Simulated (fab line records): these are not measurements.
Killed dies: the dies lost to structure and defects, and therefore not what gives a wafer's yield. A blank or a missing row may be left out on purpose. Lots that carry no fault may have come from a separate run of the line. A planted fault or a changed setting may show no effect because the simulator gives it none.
A struck lot beside a sound one || flow n5Finfet || 41 out of 1938 route steps
Sound: wafers L952.2, L952.4, L952.5. Struck: wafers L947.1, L947.3, L947.5. The cause is named last.
Each step with rows lists, per side, the tool, then ch with its chambers, then its first start. Under that, the readings that differ: sound wafers || struck wafers || difference of the means || sigmas: that difference in standard deviations of wafers without a fault.
alike: readings with means less than 2 such deviations apart, plus words and numbers identical on both sides. not compared: withheld readings, readings lacking a value on some wafer, bounds such as >300 that could conceal the same value, and numbers that have no deviation in the record and whose values overlap.
Wherever a step has rows on one side only, a row that says differs or no value, or a row with sigmas, the two part there. Non-overlapping numbers with no deviation appear without sigmas and do not part them. Lack of a reading on every wafer of one side parts them only where that side has two or more wafers.

first, 2 steps without rows for these wafers: N5_BEOL_M3_PRECLEAN_42 (cleans in residue remover, time 60 s); N5_BEOL_M3_SRD_43 (time 30 s).
N5_BEOL_M3_CD_MEAS_35: target cd 18 nm, target cd y 21 nm.
  sound: cdSem-02 at day 12 23:26; struck: cdSem-02 at day 10 21:58
  alike: cdNm
then, 3 steps without rows for these wafers: N5_BEOL_M3_DEGAS_44 (time 60 s); N5_BEOL_M3_PRE_CLEAN_45 (time 30 s); N5_BEOL_M3_ALD_84 (deposits TaN, pulse time 2 s, purge time 3 s, co reactant purge time 2 s).
N5_BEOL_M3_SURFACE_TREAT_85:
  sound: pvdSputter-02 at day 13 00:14; struck: pvdSputter-01 at day 10 23:05
  not compared: pressureMtorr, throttleValvePct
then, 4 steps without rows for these wafers: N5_BEOL_M3_CVD_47 (deposits Co from CCTBA/H2, target thk 3 nm, time 223.8 s); N5_BEOL_M3_SPUTTER_48 (material Cu, target thk 4.5 nm, time 8.29 s); N5_BEOL_M3_ANNEAL_49 (time 240 s); N5_BEOL_M3_SPUTTER_79 (material Cu, target thk 4.5 nm, time 8.29 s).
N5_BEOL_M3_ANNEAL_80: time 240 s.
  sound: pvdSputter-02 at day 13 01:07; struck: pvdSputter-03 at day 10 23:40
  alike: heaterPowerW, susceptor_temp_C_max
N5_BEOL_M3_SPUTTER_81: material Cu, target thk 4.5 nm, time 8.29 s.
  sound: pvdSputter-02 at day 13 01:15; struck: pvdSputter-03 at day 10 23:49
  alike: substrateTempC, throttleValvePct
then, 7 steps without rows for these wafers: N5_BEOL_M3_ANNEAL_82 (time 240 s); N5_BEOL_M3_SPUTTER_86 (material Cu, target thk 4.5 nm, time 8.29 s); N5_BEOL_M3_ANNEAL_87 (time 240 s); N5_BEOL_M3_SPUTTER_88 (material Cu, target thk 4.5 nm, time 8.29 s); N5_BEOL_M3_ANNEAL_89 (time 240 s); N5_BEOL_M3_SPUTTER_90 (material Cu, target thk 4.5 nm, time 8.29 s); N5_BEOL_M3_ANNEAL_91 (time 240 s).
N5_BEOL_M3_SPUTTER_92: material Cu, target thk 4.5 nm, time 8.29 s.
  sound: pvdSputter-02 at day 13 02:08; struck: pvdSputter-03 at day 11 00:41
  alike: substrateTempC, throttleValvePct
then, 5 steps without rows for these wafers: N5_BEOL_M3_ANNEAL_93 (time 240 s); N5_BEOL_M3_SPUTTER_94 (material Cu, target thk 4.5 nm, time 8.29 s); N5_BEOL_M3_ANNEAL_95 (time 240 s); N5_BEOL_M3_SPUTTER_96 (material Cu, target thk 4.5 nm, time 8.29 s); N5_BEOL_M3_ECD_50 (material Cu, target thk 300 nm).
N5_BEOL_M3_ANNEAL_51: time 90 s.
  sound on rtpAnneal-02 ch 0, day 13 02:58; struck on rtpAnneal-02 ch 0, day 11 01:20
  alike: annealTempC, wafer_temp_C_max
then, 4 steps without rows for these wafers: N5_BEOL_M3_CMP_52 (polishes, stops on SiOC, t overpolish 6.8 s, target thk 40 nm); N5_BEOL_M3_PRE_CLEAN_60 (time 15 s); N5_BEOL_M3_CO_CAP_55 (material Co, precursor CCTBA/H2, target thk 2 nm, time 102.1 s); N5_BEOL_M3_PRE_CLEAN_56 (time 15 s).
N5_BEOL_M3_DEP_57: deposits SiCN from 3MS/NH3, target thk 8 nm, time 14 s.
  sound on pecvd-04 ch 0,2, day 13 03:55; struck on pecvd-02 ch 0,1, day 11 02:07
  alike: rfFwdPowerW, showerheadPlenumPTorr, showerheadVppV, throttleValvePct
N5_BEOL_M3_RS_MEAS_58: measurement is done with a four-point probe.
  sound: filmMetro-01 at day 13 03:59; struck: filmMetro-01 at day 11 02:11
  alike: M3_RS
then, 1 step without rows for these wafers: N5_BEOL_M4_ILD_DEP_00 (deposits SiOC from DEMS/O2, target thk 79 nm, time 15.3 s).
N5_BEOL_M4_THK_MEAS_01:
  sound: filmMetro-02 at day 13 04:07; struck: filmMetro-01 at day 11 02:19
  alike: M4_ILD_THK
then, 5 steps without rows for these wafers: N5_BEOL_M4_PECVD_72 (deposits SiO2 from TEOS/O2, target thk 16 nm, time 18 s); N5_BEOL_M4_HM_DEP_02 (deposits TiN, target thk 20 nm); N5_BEOL_M4_COAT_61 (time 60 s, resist thk 60 nm); N5_BEOL_M4_COAT_62 (time 60 s, resist thk 12 nm); N5_BEOL_M4_COAT_73 (time 60 s, resist thk 5 nm).
-- record jumps: 6 days separate the struck wafers' starts on either side; left off in module BEOL_M4, taken up again in module PASSIVATION, whose first shown step is the route's number 1936 --
N5_PASSIVATION_PROBE_49:
  only the struck wafers here have rows in the record (prober-01, day 16 21:23); the sound ones have none

WHERE THEY PART
Only at N5_PASSIVATION_PROBE_49, as far as this record shows.

WHY: what had been put in by the simulator
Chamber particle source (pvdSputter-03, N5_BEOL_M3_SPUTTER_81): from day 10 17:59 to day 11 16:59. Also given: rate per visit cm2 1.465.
